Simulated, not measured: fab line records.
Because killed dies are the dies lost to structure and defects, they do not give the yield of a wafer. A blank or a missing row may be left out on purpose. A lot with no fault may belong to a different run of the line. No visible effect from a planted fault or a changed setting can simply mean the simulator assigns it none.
Chamber matching || flow nand harc || 4 sister chambers for NHARC_P_M1_STRIP_18 on rie diel-08
The step strips in N2/H2. 7 wafers are shown with their chamber, then 8 later ones without.

== EACH WAFER AND ITS CHAMBER ==
{"wafer": "L076.3", "chamber": 3, "showerhead plenum p Torr (Torr)": 2.04, "drypump motor current A (A)": 5.1}
{"wafer": "L083.2", "chamber": 1, "showerhead plenum p Torr (Torr)": 2.01, "drypump motor current A (A)": 6.8}
{"wafer": "L083.4", "chamber": 2, "showerhead plenum p Torr (Torr)": 1.92, "drypump motor current A (A)": 5.4}
{"wafer": "L087.2", "chamber": 2, "showerhead plenum p Torr (Torr)": 1.92, "drypump motor current A (A)": 5.4}
{"wafer": "L087.3", "chamber": 0, "showerhead plenum p Torr (Torr)": 2.20, "drypump motor current A (A)": 6.1}
{"wafer": "L087.4", "chamber": 1, "showerhead plenum p Torr (Torr)": 2.00, "drypump motor current A (A)": 6.8}
{"wafer": "L089.2", "chamber": 0, "showerhead plenum p Torr (Torr)": 2.20, "drypump motor current A (A)": 6.2}

== WAFERS MISSING THEIR CHAMBER ==
{"wafer": "L089.4", "showerhead plenum p Torr (Torr)": 2.04, "drypump motor current A (A)": 5.1}
{"wafer": "L089.6", "showerhead plenum p Torr (Torr)": 2.01, "drypump motor current A (A)": 6.8}
{"wafer": "L096.1", "showerhead plenum p Torr (Torr)": 2.20, "drypump motor current A (A)": 6.2}
{"wafer": "L096.5", "showerhead plenum p Torr (Torr)": 2.04, "drypump motor current A (A)": 5.1}
{"wafer": "L096.6", "showerhead plenum p Torr (Torr)": 2.20, "drypump motor current A (A)": 6.2}
{"wafer": "L097.2", "showerhead plenum p Torr (Torr)": 2.20, "drypump motor current A (A)": 6.2}
{"wafer": "L097.4", "showerhead plenum p Torr (Torr)": 1.92, "drypump motor current A (A)": 5.4}
{"wafer": "L097.5", "showerhead plenum p Torr (Torr)": 2.04, "drypump motor current A (A)": 5.2}

== WHICH CHAMBER EACH WENT THROUGH ==
{"wafer": "L089.4", "from the rows above": 3, "in truth": 3}
{"wafer": "L089.6", "from the rows above": 1, "in truth": 1}
{"wafer": "L096.1", "from the rows above": 0, "in truth": 0}
{"wafer": "L096.5", "from the rows above": 3, "in truth": 3}
{"wafer": "L096.6", "from the rows above": 0, "in truth": 0}
{"wafer": "L097.2", "from the rows above": 0, "in truth": 0}
{"wafer": "L097.4", "from the rows above": 2, "in truth": 2}
{"wafer": "L097.5", "from the rows above": 3, "in truth": 3}
Correctly placed: 8 of 8. Number that these rows cannot place: 0. Placed wrongly: 0.
How it was worked out, from the rows above alone: a wafer's distance from a chamber is the root of the sum, over the readings, of the square of ((its reading less the chamber's mean) divided by the reading's scatter). The wafer belongs to the nearest chamber; if the next one is less than 2 further off, it can't be placed. Each chamber's mean is taken over the wafers shown for it. The scatter: the root of (the sum of the squares of (reading less its chamber's mean) over the shown wafers, divided by (wafers less chambers)).
